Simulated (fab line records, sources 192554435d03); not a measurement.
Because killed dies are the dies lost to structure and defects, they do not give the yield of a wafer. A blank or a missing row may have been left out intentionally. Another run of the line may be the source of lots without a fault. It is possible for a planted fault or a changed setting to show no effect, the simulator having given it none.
fab line records -- flow n5-finfet -- part 2 of 2: steps 27 to 32 of 32
record lots=5, wafers=15, last-day=18
route steps=1938 shown BEOL_M8@1390 BEOL_M9@1401
lots that met no fault: taken from a fault-free run of the same line
start-h: hours from the record's first day to the start of the lot's first wafer shown -- wait-h: time in hours since the lot's previous step -- " as in the row above -- L1.1+2: several wafers, shown together as one row -- - either no value or no given start -- * or withheld: withheld -- < > ~ a bound
route shown NAME@n: a module of which the file shows steps, and the number in the route of the first -- usual: mean and standard deviation over wafers with no fault -- same: alike in all rows -- chamber/n: place in a boat -- sites: readings site by site -- _std_site: standard deviation of those values -- _edge_site: mean of outer sites minus mean of inner sites -- radius-mm: how far each site lies from the wafer's centre -- mask NAME#n: copy n -- behind: the most recent tool/chamber to have shaped the wafer -- hold: why the lot was held/for how many hours/how that ended -- device: whichever transistor did not switch (one of n, p or np) -- end of line: tests of these same wafers at the route's end -- where a step has no rows: the recipe by itself -- killed: not the wafer's yield, but the dies lost to structure and defects at the first sort -- map: a wafer's dies, marking killed ones x, the rest . and places with no die _
set.NAME: the run value of the setting; set.NAME@STEP: its run value at that earlier step -- model.NAME: the simulator's own value behind a step, which no gauge read
a table for each step, a row for each wafer; lots at some steps of the route
services: from which hour (start-h, from the record's first day; less than 0 if before it) a tool's chamber was out of use, for how many hours, and why
## steps
# step N5_BEOL_M9_INSPECT_13
# recipe mode=adi, inspect-instrument=brightfield
# usual raw-defect-count=402/100
lot.wafer,tool,chamber,start-h,wait-h,raw-defect-count
L084.1,defect-inspect-02,-,266.86,0.0,602
L084.3,defect-inspect-02,-,266.86,0.0,390
L084.6,defect-inspect-02,-,266.86,0.0,537
L087.2,defect-inspect-02,-,283.81,0.0,337
L087.4,defect-inspect-02,-,283.81,0.0,592
L087.5,defect-inspect-02,-,283.81,0.0,346
L090.2,defect-inspect-01,-,303.13,0.0,450
L090.5,defect-inspect-01,-,303.13,0.0,417
L090.6,defect-inspect-01,-,303.13,0.0,484
L094.2,defect-inspect-01,-,324.72,0.0,407
L094.3,defect-inspect-01,-,324.72,0.0,399
L094.4,defect-inspect-01,-,324.72,0.0,373
L097.2,defect-inspect-01,-,358.63,0.0,359
L097.4,defect-inspect-01,-,358.63,0.0,277
L097.6,defect-inspect-01,-,358.63,0.0,367
# step N5_BEOL_M9_DESCUM_16
# recipe chemistry=O2, time-s=7.9, source-power-w=50, bias-power-w=20, pressure-mtorr=20, rf-frequency-hz=2.712e+07, temp-c=40, resist=CAR-ArF, o2-flow-sccm=225
# usual drypump-motor-current-A=5.8/0.45, o2-flow-sccm=225.0/0.7, oes-product-au=0.78/0.089, rf-vpp-V=242.6/1.4, showerhead-plenum-p-Torr=2.05/0.066, throttle-valve-pct=20.37/0.27
lot.wafer,tool,chamber,start-h,wait-h,drypump-motor-current-A,o2-flow-sccm,oes-product-au,rf-hours-counter-h,rf-vpp-V,showerhead-plenum-p-Torr,throttle-valve-pct
L084.1,rie-diel-04,2,266.91,0.0,5.7,224.3,0.91,21,242.7,2.04,20.25
L084.3,rie-diel-04,3,266.91,0.0,5.8,224.3,0.71,238,241.0,2.06,20.66
L084.6,rie-diel-04,3,266.91,0.0,5.8,224.7,0.71,-,242.0,2.06,20.66
L087.2,rie-diel-02,2,285.75,1.9,5.2,224.5,0.90,28,241.0,2.06,20.01
L087.4,rie-diel-02,0,285.75,1.9,5.7,225.5,0.72,174,243.6,2.08,20.66
L087.5,rie-diel-02,0,285.75,1.9,5.7,224.6,0.73,-,243.5,2.08,20.65
L090.2,rie-diel-04,1,303.26,0.1,6.1,226.7,0.71,201,245.0,2.16,20.36
L090.5,rie-diel-04,0,303.26,0.1,5.6,224.3,0.66,-,243.3,2.06,20.79
L090.6,rie-diel-04,2,303.26,0.1,5.7,224.7,0.88,-,244.2,2.04,20.26
L094.2,rie-diel-03,0,324.76,0.0,6.1,226.2,0.72,223,241.2,1.99,20.66
L094.3,rie-diel-03,2,324.76,0.0,6.2,225.3,0.70,213,241.5,1.98,20.43
L094.4,rie-diel-03,3,324.76,0.0,6.2,224.1,0.76,150,240.2,2.01,20.51
L097.2,rie-diel-03,2,358.66,0.0,6.2,223.6,0.70,223,241.2,1.98,20.45
L097.4,rie-diel-03,0,358.66,0.0,6.1,225.0,0.72,234,241.9,1.98,20.68
L097.6,rie-diel-03,0,358.66,0.0,6.1,223.6,0.71,-,242.0,1.98,20.69
# step N5_BEOL_M9_ETCH_61
# recipe chemistry=CF4, target=SiARC, target-depth-a=390, mask-material=CAR-ArF, time-s=65, ion-energy-ev=80, pressure-mtorr=40, source-w=545, bias-w=36, Ar_flow_sccm=100, cf4-flow-sccm=100, ends=cleared
# usual cf4-flow-sccm=100.0/0.3, drypump-motor-current-A=5.8/0.45, etch-rf-on-time-s=64.7/1.2, oes-product-au=0.67/0.078, rf-vpp-V=183.7/1.2, showerhead-plenum-p-Torr=2.10/0.065, throttle-valve-pct=15.58/0.27
lot.wafer,tool,chamber,start-h,wait-h,cf4-flow-sccm,drypump-motor-current-A,etch-rf-on-time-s,oes-product-au,rf-hours-counter-h,rf-vpp-V,showerhead-plenum-p-Torr,throttle-valve-pct
L084.1,rie-diel-04,2,266.95,0.0,100.0,5.7,64.3,0.78,21,185.5,2.11,15.48
L084.3,rie-diel-04,3,266.95,0.0,100.0,5.8,64.7,0.61,238,184.6,2.11,15.87
L084.6,rie-diel-04,3,266.95,0.0,99.5,5.8,65.4,0.60,-,183.4,2.11,15.89
L087.2,rie-diel-02,2,285.78,0.0,99.4,5.2,63.5,0.76,28,183.1,2.09,15.10
L087.4,rie-diel-02,0,285.78,0.0,100.0,5.7,66.3,0.62,174,182.8,2.14,15.89
L087.5,rie-diel-02,0,285.78,0.0,99.7,5.7,65.9,0.61,-,183.9,2.14,15.87
L090.2,rie-diel-04,1,303.29,0.0,100.1,6.1,65.7,0.61,201,185.5,2.21,15.61
L090.5,rie-diel-04,0,303.29,0.0,99.4,5.5,65.5,0.57,-,183.6,2.11,16.03
L090.6,rie-diel-04,2,303.29,0.0,100.4,5.7,64.1,0.76,-,184.2,2.11,15.51
L094.2,rie-diel-03,0,324.79,0.0,99.9,6.1,65.3,0.61,223,183.3,2.03,15.84
L094.3,rie-diel-03,2,324.79,0.0,100.2,6.2,65.4,0.59,213,182.5,2.04,15.72
L094.4,rie-diel-03,3,324.79,0.0,100.0,6.2,65.1,0.64,150,183.2,2.06,15.64
L097.2,rie-diel-03,2,358.69,0.0,100.3,6.2,65.3,0.59,223,183.4,2.04,15.73
L097.4,rie-diel-03,0,358.69,0.0,99.7,6.1,66.2,0.60,234,181.2,2.03,15.86
L097.6,rie-diel-03,0,358.69,0.0,100.0,6.1,66.5,0.60,-,183.8,2.03,15.86
# step N5_BEOL_M9_ETCH_62
# recipe chemistry=N2/H2, target=SOC, target-depth-a=1100, overetch-a=220, mask-material=SiARC, temp-c=40, time-s=165, ion-energy-ev=200, pressure-mtorr=30, source-w=840, bias-w=150, n2-flow-sccm=200, h2-flow-sccm=200
# usual drypump-motor-current-A=5.8/0.45, oes-product-au=0.66/0.072, rf-vpp-V=522.4/2.4, showerhead-plenum-p-Torr=2.49/0.082, throttle-valve-pct=17.78/0.27
lot.wafer,tool,chamber,start-h,wait-h,drypump-motor-current-A,oes-product-au,rf-hours-counter-h,rf-vpp-V,showerhead-plenum-p-Torr,throttle-valve-pct
L084.1,rie-diel-04,2,267.00,0.0,5.7,0.77,21,521.4,2.49,17.67
L084.3,rie-diel-04,3,267.00,0.0,5.8,0.60,238,521.8,2.50,18.10
L084.6,rie-diel-04,3,267.00,0.0,5.8,0.60,-,520.8,2.50,18.09
L087.2,rie-diel-02,2,285.83,0.0,5.1,0.75,28,522.7,2.48,17.27
L087.4,rie-diel-02,0,285.83,0.0,5.7,0.62,174,524.3,2.53,18.11
L087.5,rie-diel-02,0,285.83,0.0,5.7,0.61,-,523.0,2.53,18.12
L090.2,rie-diel-04,1,303.34,0.0,6.1,0.62,201,526.3,2.63,17.82
L090.5,rie-diel-04,0,303.34,0.0,5.6,0.57,-,523.3,2.50,18.19
L090.6,rie-diel-04,2,303.34,0.0,5.7,0.75,-,522.5,2.48,17.66
L094.2,rie-diel-03,0,324.84,0.0,6.1,0.62,223,521.0,2.41,17.92
L094.3,rie-diel-03,2,324.84,0.0,6.2,0.59,213,520.5,2.42,18.02
L094.4,rie-diel-03,3,324.84,0.0,6.2,0.64,150,519.3,2.44,17.89
L097.2,rie-diel-03,2,358.74,0.0,6.2,0.59,223,520.1,2.41,18.03
L097.4,rie-diel-03,0,358.74,0.0,6.1,0.61,234,520.3,2.40,17.94
L097.6,rie-diel-03,0,358.74,0.0,6.1,0.61,-,519.9,2.40,17.93
# step N5_BEOL_M9_STRIP_68
# recipe chemistry=N2/H2, temp-c=40, n2-flow-sccm=200, h2-flow-sccm=200, rf-frequency-hz=6e+07
lot.wafer,tool,chamber,start-h,wait-h
L084.1+3+6,rie-diel-04,"2,3,3",267.14,0.1
L087.2+4+5,rie-diel-02,"2,0,0",285.97,0.1
L090.2+5+6,rie-diel-04,"1,0,2",303.48,0.1
L094.2+3+4,rie-diel-03,"0,2,3",324.98,0.1
L097.2+4+6,rie-diel-03,"2,0,0",358.88,0.1
# step N5_BEOL_M9_STRIP_67
# recipe chemistry=CF4, resist=SiARC, power-w=300, bias-power-w=75, pressure-mtorr=50, cf4-flow-sccm=150, rf-frequency-hz=6e+07
# usual cf4-flow-sccm=150.0/0.47, drypump-motor-current-A=5.8/0.45, oes-product-au=0.78/0.085, rf-vpp-V=270.5/1.4, showerhead-plenum-p-Torr=1.76/0.054, throttle-valve-pct=13.56/0.28
lot.wafer,tool,chamber,start-h,wait-h,cf4-flow-sccm,drypump-motor-current-A,oes-product-au,rf-hours-counter-h,rf-vpp-V,showerhead-plenum-p-Torr,throttle-valve-pct
L084.1,rie-diel-04,2,267.15,0.0,150.1,5.7,0.91,21,270.8,1.77,13.42
L084.3,rie-diel-04,3,267.15,0.0,150.1,5.8,0.70,238,270.2,1.77,13.88
L084.6,rie-diel-04,3,267.15,0.0,149.5,5.8,0.71,-,270.1,1.77,13.88
L087.2,rie-diel-02,2,285.98,0.0,149.7,5.2,0.88,28,271.5,1.75,13.06
L087.4,rie-diel-02,0,285.98,0.0,149.5,5.7,0.72,174,271.1,1.79,13.83
L087.5,rie-diel-02,0,285.98,0.0,150.1,5.7,0.72,-,272.0,1.79,13.83
L090.2,rie-diel-04,1,303.49,0.0,150.4,6.1,0.73,201,273.1,1.85,13.62
L090.5,rie-diel-04,0,303.49,0.0,150.3,5.6,0.68,-,271.1,1.77,14.05
L090.6,rie-diel-04,2,303.49,0.0,149.2,5.7,0.89,-,270.8,1.77,13.48
L094.2,rie-diel-03,0,324.99,0.0,150.0,6.1,0.72,223,270.0,1.70,13.83
L094.3,rie-diel-03,2,324.99,0.0,150.1,6.2,0.70,213,268.6,1.71,13.70
L094.4,rie-diel-03,3,324.99,0.0,150.0,6.2,0.76,150,270.1,1.72,13.63
L097.2,rie-diel-03,2,358.89,0.0,150.0,6.2,0.69,223,268.9,1.71,13.74
L097.4,rie-diel-03,0,358.89,0.0,149.8,6.1,0.72,234,269.1,1.70,13.85
L097.6,rie-diel-03,0,358.89,0.0,149.6,6.1,0.72,-,271.8,1.69,13.86
## services
tool,chamber,start-h,hours,kind
cvd-co-02,-,243.17,20.8,repair
rie-diel-04,2,250.08,2.5,repair
rie-diel-04,3,257.50,8.1,repair
pecvd-04,0,258.64,22.5,repair
cmp-02,-,258.91,4.0,pm
arfi-scanner-01,-,269.71,1.2,repair
rie-diel-02,-,270.26,14.6,pm
pecvd-02,2,274.35,22.4,repair
cmp-02,-,277.43,2.4,repair
arfi-scanner-03,-,278.83,0.2,repair
arfi-scanner-01,-,280.07,1.3,pm
cmp-02,-,283.59,2.3,repair
pvd-sputter-03,-,285.89,3.8,repair
rie-diel-02,-,289.47,0.3,repair
pecvd-04,0,298.85,17.7,repair
arfi-scanner-03,-,299.47,1.3,pm
uv-cure-03,-,316.20,3.4,repair
ecd-cu-01,-,321.67,5.0,pm
pecvd-04,-,321.96,2.3,repair
cvd-co-01,2,325.04,3.4,repair
cmp-04,-,329.10,0.3,repair
uv-cure-03,-,332.01,4.6,repair
pecvd-03,-,347.35,0.7,repair
pvd-sputter-02,-,351.75,1.1,repair
